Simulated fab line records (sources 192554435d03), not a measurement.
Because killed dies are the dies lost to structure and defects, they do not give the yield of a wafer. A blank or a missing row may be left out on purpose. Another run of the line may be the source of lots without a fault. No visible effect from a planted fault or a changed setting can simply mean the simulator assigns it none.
Matching of chambers ; flow n5Finfet ; cvdCo-02 running N5_BEOL_M4_CO_CAP_55: 3 sister chambers
The step material Co, precursor CCTBA/H2, target thk 2 nm, time 102.1 s. 3 wafers are shown with their chamber, then 12 later ones without.

## EACH WAFER AND ITS CHAMBER
wafer;chamber;heaterPowerW (W)
L087.5;0;220
L089.5;1;228
L089.6;2;228

## WAFERS WHOSE CHAMBER IS MISSING
wafer;heaterPowerW (W)
L094.2;222
L094.3;220
L094.4;227
L090.1;218
L090.4;231
L090.6;235
L095.1;213
L095.4;219
L095.5;228
L097.3;239
L097.4;223
L097.5;230

## EACH ONE'S CHAMBER
wafer;from the rows above;in truth
L094.2;can't be placed: 0 or 1 or 2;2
L094.3;can't be placed: 0 or 1 or 2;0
L094.4;can't be placed: 1 or 2 or 0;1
L090.1;can't be placed: 0 or 1 or 2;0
L090.4;can't be placed: 1 or 2 or 0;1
L090.6;can't be placed: 1 or 2 or 0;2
L095.1;can't be placed: 0 or 1 or 2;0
L095.4;can't be placed: 0 or 1 or 2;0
L095.5;can't be placed: 1 or 2 or 0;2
L097.3;can't be placed: 1 or 2 or 0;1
L097.4;can't be placed: 0 or 1 or 2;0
L097.5;can't be placed: 1 or 2 or 0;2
Placed correctly: 0 of 12. From these rows, 12 cannot be placed; in 12 the true chamber is one of the candidates. Number placed wrongly: 0.
How it was worked out, from the rows above alone: a wafer's distance from a chamber is the root of the sum, over the readings, of the square of ((its reading less the chamber's mean) divided by the reading's scatter). The wafer belongs to the nearest chamber; if the next one is less than 2 further off, it can't be placed. Each chamber's mean is taken over the wafers shown for it. The scatter: root of mean squared gap, hidden wafer to nearest shown wafer, with one shown wafer a chamber.
